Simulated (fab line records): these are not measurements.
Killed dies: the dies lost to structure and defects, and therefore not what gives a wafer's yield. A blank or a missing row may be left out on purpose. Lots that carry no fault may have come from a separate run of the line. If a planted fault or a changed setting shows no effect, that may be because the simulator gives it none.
Which tool did it? || flow nand harc || 11 lots with 33 wafers sampled at 5 steps, on a route of 1159 steps

## WHAT THE GAUGES SHOWED, per wafer
NHARC_P_M1_THK_MEAS_24: measures by xrf.
{"lot": "L299", "measured": "day 7 05:06", "on": "film metro-01", "thk nm (nm)": "158.1 158.0 157.4"}
{"lot": "L300", "measured": "day 7 10:55", "on": "film metro-02", "thk nm (nm)": "157.7 158.1 159.9"}
{"lot": "L301", "measured": "day 7 18:27", "on": "film metro-02", "thk nm (nm)": "159.5 156.9 158.5"}
{"lot": "L303", "measured": "day 7 23:22", "on": "film metro-01", "thk nm (nm)": "161.7 157.6 156.6"}
{"lot": "L304", "measured": "day 8 12:32", "on": "film metro-01", "thk nm (nm)": "29.0 31.0 29.8 29.1 30.6 30.3"}
{"lot": "L305", "measured": "day 8 18:02", "on": "film metro-01", "thk nm (nm)": "30.4 28.3 30.2 27.9 30.7 30.5"}
{"lot": "L310", "measured": "day 9 22:20", "on": "film metro-01", "thk nm (nm)": "158.8 158.4 157.3"}
{"lot": "L315", "measured": "day 10 20:37", "on": "film metro-02", "thk nm (nm)": "156.4 157.5 160.8"}
{"lot": "L316", "measured": "day 11 08:20", "on": "film metro-01", "thk nm (nm)": "158.1 158.4 158.5"}
{"lot": "L317", "measured": "day 11 14:13", "on": "film metro-01", "thk nm (nm)": "161.0 157.8 162.5"}
{"lot": "L318", "measured": "day 11 22:05", "on": "film metro-02", "thk nm (nm)": "157.7 157.7 157.8"}

## EACH LOT AND THE TOOL THAT RAN IT (in order: tool; ch and the chambers of the sampled wafers; start)
{"lot": "L299", "NHARC_P_M0_CMP_23": "cmp-04 ch 0,2,3, day 7 00:47", "NHARC_P_M1_ETCH_28": "rie diel-05 ch 1,2,3, day 7 04:04 or earlier", "NHARC_P_M1_ECD_22": "ecd cu-01 ch 0,1, day 7 04:04", "NHARC_P_M1_CMP_23": "cmp-03 ch 1,2, day 7 04:49"}
{"lot": "L300", "NHARC_P_M0_CMP_23": "cmp-01 ch 1,2,3, day 7 06:23", "NHARC_P_M1_ETCH_28": "rie diel-05 ch 0,1,3, day 7 09:51 or earlier", "NHARC_P_M1_ECD_22": "ecd cu-01 ch 0,1, day 7 09:51", "NHARC_P_M1_CMP_23": "cmp-02 ch 0,2,3, day 7 10:37"}
{"lot": "L301", "NHARC_P_M0_CMP_23": "cmp-02 ch 0,2,3, day 7 14:04", "NHARC_P_M1_ETCH_28": "rie diel-09 ch 1,2, day 7 17:25 or earlier", "NHARC_P_M1_ECD_22": "ecd cu-02 ch 1, day 7 17:25", "NHARC_P_M1_CMP_23": "cmp-02 ch 0,2,3, day 7 18:08"}
{"lot": "L303", "NHARC_P_M0_CMP_23": "cmp-01 ch 0,2,3, day 7 19:05", "NHARC_P_M1_ETCH_28": "rie diel-09 ch 0,2,3, day 7 22:26 or earlier", "NHARC_P_M1_ECD_22": "ecd cu-01 ch 0,1, day 7 22:26", "NHARC_P_M1_CMP_23": "cmp-02 ch 0,1,3, day 7 23:06"}
{"lot": "L304", "NHARC_P_M0_CMP_23": "cmp-02 ch 2,3, day 8 08:11", "NHARC_P_M1_ETCH_28": "rie diel-09 ch 0,1,3, day 8 11:33 or earlier", "NHARC_P_M1_ECD_22": "ecd cu-01 ch 0,1, day 8 11:33", "NHARC_P_M1_CMP_23": "cmp-03 ch 0,1, day 8 12:13"}
{"lot": "L305", "NHARC_P_M0_CMP_23": "cmp-04 ch 0,3, day 8 12:58", "NHARC_P_M1_ETCH_28": "rie diel-02 ch 0,2,3, day 8 17:02 or earlier", "NHARC_P_M1_ECD_22": "ecd cu-01 ch 1, day 8 17:02", "NHARC_P_M1_CMP_23": "cmp-02 ch 0,3, day 8 17:44"}
{"lot": "L310", "NHARC_P_M0_CMP_23": "cmp-01 ch 0,1, day 9 17:46", "NHARC_P_M1_ETCH_28": "rie diel-02 ch 0,1, day 9 21:12 or earlier", "NHARC_P_M1_ECD_22": "ecd cu-01 ch 0,1, day 9 21:12", "NHARC_P_M1_CMP_23": "cmp-02 ch 0,3, day 9 22:01"}
{"lot": "L315", "NHARC_P_M0_CMP_23": "cmp-01 ch 0,1,3, day 10 16:14", "NHARC_P_M1_ETCH_28": "rie diel-09 ch 0,3, day 10 19:33 or earlier", "NHARC_P_M1_ECD_22": "ecd cu-01 ch 0,1, day 10 19:33", "NHARC_P_M1_CMP_23": "cmp-04 ch 0,2,3, day 10 20:19"}
{"lot": "L316", "NHARC_P_M0_CMP_23": "cmp-01 ch 0,1,3, day 11 03:44", "NHARC_P_M1_ETCH_28": "rie diel-05 ch 1,2,3, day 11 07:17 or earlier", "NHARC_P_M1_ECD_22": "ecd cu-01 ch 0,1, day 11 07:17", "NHARC_P_M1_CMP_23": "cmp-02 ch 0,2,3, day 11 08:01"}
{"lot": "L317", "NHARC_P_M0_CMP_23": "cmp-01 ch 0,1,2, day 11 09:38", "NHARC_P_M1_ETCH_28": "rie diel-09 ch 0,1,3, day 11 13:10 or earlier", "NHARC_P_M1_ECD_22": "ecd cu-02 ch 0,1, day 11 13:10", "NHARC_P_M1_CMP_23": "cmp-04 ch 0,1, day 11 13:55"}
{"lot": "L318", "NHARC_P_M0_CMP_23": "cmp-02 ch 0,3, day 11 17:37", "NHARC_P_M1_ETCH_28": "rie diel-05 ch 0,1,3, day 11 21:03 or earlier", "NHARC_P_M1_ECD_22": "ecd cu-01 ch 0,1, day 11 21:03", "NHARC_P_M1_CMP_23": "cmp-03 ch 0,3, day 11 21:47"}
- NHARC_P_M0_CMP_23: polishes, t overpolish 20 s, target thk 117.53 nm.
- NHARC_P_M1_ETCH_28: etches the open film in CF4/N2, target depth 30 nm, time 72.99 s.
- NHARC_P_M1_ECD_22: material Cu, target thk 400 nm.
- NHARC_P_M1_CMP_23: polishes, t overpolish 20 s, target thk 157.82 nm.

## AS READ BY THE TOOLS THEMSELVES (means over the sampled wafers that have a number; for cases with no such wafer, the mark the record gives instead)
NHARC_P_M0_CMP_23.
{"lot": "L299", "tool": "cmp-04", "motor current A (A)": 12.2, "retaining ring pressure frac": 0.992, "time to endpoint s (s)": 33}
{"lot": "L300", "tool": "cmp-01", "motor current A (A)": 12.2, "retaining ring pressure frac": 1.003, "time to endpoint s (s)": 35}
{"lot": "L301", "tool": "cmp-02", "motor current A (A)": 10.7, "retaining ring pressure frac": 1.005, "time to endpoint s (s)": 30}
{"lot": "L303", "tool": "cmp-01", "motor current A (A)": 12.5, "retaining ring pressure frac": 0.998, "time to endpoint s (s)": 33}
{"lot": "L304", "tool": "cmp-02", "motor current A (A)": 10.7, "retaining ring pressure frac": 1.001, "time to endpoint s (s)": 27}
{"lot": "L305", "tool": "cmp-04", "motor current A (A)": 11.4, "retaining ring pressure frac": 1.002, "time to endpoint s (s)": 29}
{"lot": "L310", "tool": "cmp-01", "motor current A (A)": 11.6, "retaining ring pressure frac": 1.002, "time to endpoint s (s)": 34}
{"lot": "L315", "tool": "cmp-01", "motor current A (A)": 11.5, "retaining ring pressure frac": 0.999, "time to endpoint s (s)": 31}
{"lot": "L316", "tool": "cmp-01", "motor current A (A)": 11.4, "retaining ring pressure frac": 1.003, "time to endpoint s (s)": 31}
{"lot": "L317", "tool": "cmp-01", "motor current A (A)": 12.9, "retaining ring pressure frac": 0.997, "time to endpoint s (s)": 30}
{"lot": "L318", "tool": "cmp-02", "motor current A (A)": 11.2, "retaining ring pressure frac": 0.998, "time to endpoint s (s)": 29}

NHARC_P_M1_ETCH_28.
{"lot": "L299", "tool": "rie diel-05", "chamber pressure mTorr (mTorr)": 29.977, "drypump motor current A (A)": 5.9, "oes product au (a.u.)": 0.989, "rf vpp V (V)": 316.2, "showerhead plenum p Torr (Torr)": 2.74, "throttle valve pct (%)": 19.792}
{"lot": "L300", "tool": "rie diel-05", "chamber pressure mTorr (mTorr)": 30.016, "drypump motor current A (A)": 5.6, "oes product au (a.u.)": 1.006, "rf vpp V (V)": 314.8, "showerhead plenum p Torr (Torr)": 2.67, "throttle valve pct (%)": 19.784}
{"lot": "L301", "tool": "rie diel-09", "chamber pressure mTorr (mTorr)": 30.012, "drypump motor current A (A)": 6.5, "oes product au (a.u.)": 0.983, "rf vpp V (V)": 316.6, "showerhead plenum p Torr (Torr)": 2.74, "throttle valve pct (%)": 19.794}
{"lot": "L303", "tool": "rie diel-09", "chamber pressure mTorr (mTorr)": 30.011, "drypump motor current A (A)": 5.7, "oes product au (a.u.)": 0.990, "rf vpp V (V)": 316.6, "showerhead plenum p Torr (Torr)": 2.76, "throttle valve pct (%)": 19.796}
{"lot": "L304", "tool": "rie diel-09", "chamber pressure mTorr (mTorr)": 30.013, "drypump motor current A (A)": 5.8, "oes product au (a.u.)": 0.991, "rf vpp V (V)": 315.6, "showerhead plenum p Torr (Torr)": 2.74, "throttle valve pct (%)": 19.791}
{"lot": "L305", "tool": "rie diel-02", "chamber pressure mTorr (mTorr)": 29.973, "drypump motor current A (A)": 5.7, "oes product au (a.u.)": 0.987, "rf vpp V (V)": 314.2, "showerhead plenum p Torr (Torr)": 2.58, "throttle valve pct (%)": 19.785}
{"lot": "L310", "tool": "rie diel-02", "chamber pressure mTorr (mTorr)": 29.994, "drypump motor current A (A)": 5.9, "oes product au (a.u.)": 1.006, "rf vpp V (V)": 314.1, "showerhead plenum p Torr (Torr)": 2.64, "throttle valve pct (%)": 19.792}
{"lot": "L315", "tool": "rie diel-09", "chamber pressure mTorr (mTorr)": 29.963, "drypump motor current A (A)": 5.4, "oes product au (a.u.)": 1.000, "rf vpp V (V)": 316.3, "showerhead plenum p Torr (Torr)": 2.75, "throttle valve pct (%)": 19.798}
{"lot": "L316", "tool": "rie diel-05", "chamber pressure mTorr (mTorr)": 30.024, "drypump motor current A (A)": 5.9, "oes product au (a.u.)": 1.017, "rf vpp V (V)": 316.6, "showerhead plenum p Torr (Torr)": 2.74, "throttle valve pct (%)": 19.802}
{"lot": "L317", "tool": "rie diel-09", "chamber pressure mTorr (mTorr)": 29.986, "drypump motor current A (A)": 5.8, "oes product au (a.u.)": 0.998, "rf vpp V (V)": 315.7, "showerhead plenum p Torr (Torr)": 2.74, "throttle valve pct (%)": 19.798}
{"lot": "L318", "tool": "rie diel-05", "chamber pressure mTorr (mTorr)": 30.000, "drypump motor current A (A)": 5.6, "oes product au (a.u.)": 1.017, "rf vpp V (V)": 314.5, "showerhead plenum p Torr (Torr)": 2.66, "throttle valve pct (%)": 19.790}

NHARC_P_M1_ECD_22.
{"lot": "L299", "tool": "ecd cu-01", "bath heat duty pct (%)": 6.3, "bath temp c (C)": 25.01}
{"lot": "L300", "tool": "ecd cu-01", "bath heat duty pct (%)": 6.7, "bath temp c (C)": 25.10}
{"lot": "L301", "tool": "ecd cu-02", "bath heat duty pct (%)": 7.5, "bath temp c (C)": 25.00}
{"lot": "L303", "tool": "ecd cu-01", "bath heat duty pct (%)": 6.5, "bath temp c (C)": 24.94}
{"lot": "L304", "tool": "ecd cu-01", "bath heat duty pct (%)": "-", "bath temp c (C)": "-"}
{"lot": "L305", "tool": "ecd cu-01", "bath heat duty pct (%)": "-", "bath temp c (C)": "-"}
{"lot": "L310", "tool": "ecd cu-01", "bath heat duty pct (%)": 6.1, "bath temp c (C)": 24.96}
{"lot": "L315", "tool": "ecd cu-01", "bath heat duty pct (%)": 5.9, "bath temp c (C)": 24.85}
{"lot": "L316", "tool": "ecd cu-01", "bath heat duty pct (%)": 7.2, "bath temp c (C)": 25.16}
{"lot": "L317", "tool": "ecd cu-02", "bath heat duty pct (%)": 6.4, "bath temp c (C)": 25.01}
{"lot": "L318", "tool": "ecd cu-01", "bath heat duty pct (%)": 6.6, "bath temp c (C)": 24.97}

NHARC_P_M1_CMP_23.
{"lot": "L299", "tool": "cmp-03", "motor current A (A)": 12.3, "retaining ring pressure frac": 1.007, "time to endpoint s (s)": 26}
{"lot": "L300", "tool": "cmp-02", "motor current A (A)": 10.8, "retaining ring pressure frac": 0.998, "time to endpoint s (s)": 29}
{"lot": "L301", "tool": "cmp-02", "motor current A (A)": 10.9, "retaining ring pressure frac": 0.997, "time to endpoint s (s)": 31}
{"lot": "L303", "tool": "cmp-02", "motor current A (A)": 11.3, "retaining ring pressure frac": 0.994, "time to endpoint s (s)": 33}
{"lot": "L304", "tool": "cmp-03", "motor current A (A)": 11.7, "retaining ring pressure frac": 1.003, "time to endpoint s (s)": 0}
{"lot": "L305", "tool": "cmp-02", "motor current A (A)": 11.0, "retaining ring pressure frac": 0.997, "time to endpoint s (s)": 5}
{"lot": "L310", "tool": "cmp-02", "motor current A (A)": 11.2, "retaining ring pressure frac": 0.998, "time to endpoint s (s)": 28}
{"lot": "L315", "tool": "cmp-04", "motor current A (A)": 11.5, "retaining ring pressure frac": 0.996, "time to endpoint s (s)": 35}
{"lot": "L316", "tool": "cmp-02", "motor current A (A)": 10.8, "retaining ring pressure frac": 0.999, "time to endpoint s (s)": 31}
{"lot": "L317", "tool": "cmp-04", "motor current A (A)": 12.9, "retaining ring pressure frac": 0.996, "time to endpoint s (s)": 32}
{"lot": "L318", "tool": "cmp-03", "motor current A (A)": 12.1, "retaining ring pressure frac": 1.001, "time to endpoint s (s)": 28}

## THE ANSWER, worked out from the rows above alone
Rule: the lots themselves supply what counts as usual. The widest of any qualifying gaps counts: lots, ordered by their means at a reading, are off when they make up no more than a third of the lots, leave a main group of 4 or more, and stand apart from it by 3 or more times the standard deviation of that group's means. The tables above print the reading to a certain number of digits; a main group whose means all agree to those digits is not used. A lot without any number at a reading at which 4 lots or more have one is off too. The other lots that the step has rows for count as sound. First the gauges in route order, then the tools' own readings, where a lot's mean is used as printed above. The first step at which some lot is off is used, and at that step the reading that is off furthest; a lot without a number counts as furthest.
Off: L304, L305 (NHARC_P_M1_THK_MEAS_24, thk nm). Main group: mean 158.5 nm, sd 0.75.
If a tool, at a process step before that reading, ran all the lots that are off and no sound lot after the first of them, it fits. Not tried: the gauges at NHARC_P_M1_THK_MEAS_24; whatever is off there is also off at NHARC_P_M1_ECD_22, on other tools, and gauge error can't account for it. NHARC_P_M1_ETCH_28 gives no start for some lots, so the hours and the order of its lots are those of NHARC_P_M1_ECD_22. Not one of the candidates tried fits.

## WHAT HAD BEEN PUT IN BY THE SIMULATOR
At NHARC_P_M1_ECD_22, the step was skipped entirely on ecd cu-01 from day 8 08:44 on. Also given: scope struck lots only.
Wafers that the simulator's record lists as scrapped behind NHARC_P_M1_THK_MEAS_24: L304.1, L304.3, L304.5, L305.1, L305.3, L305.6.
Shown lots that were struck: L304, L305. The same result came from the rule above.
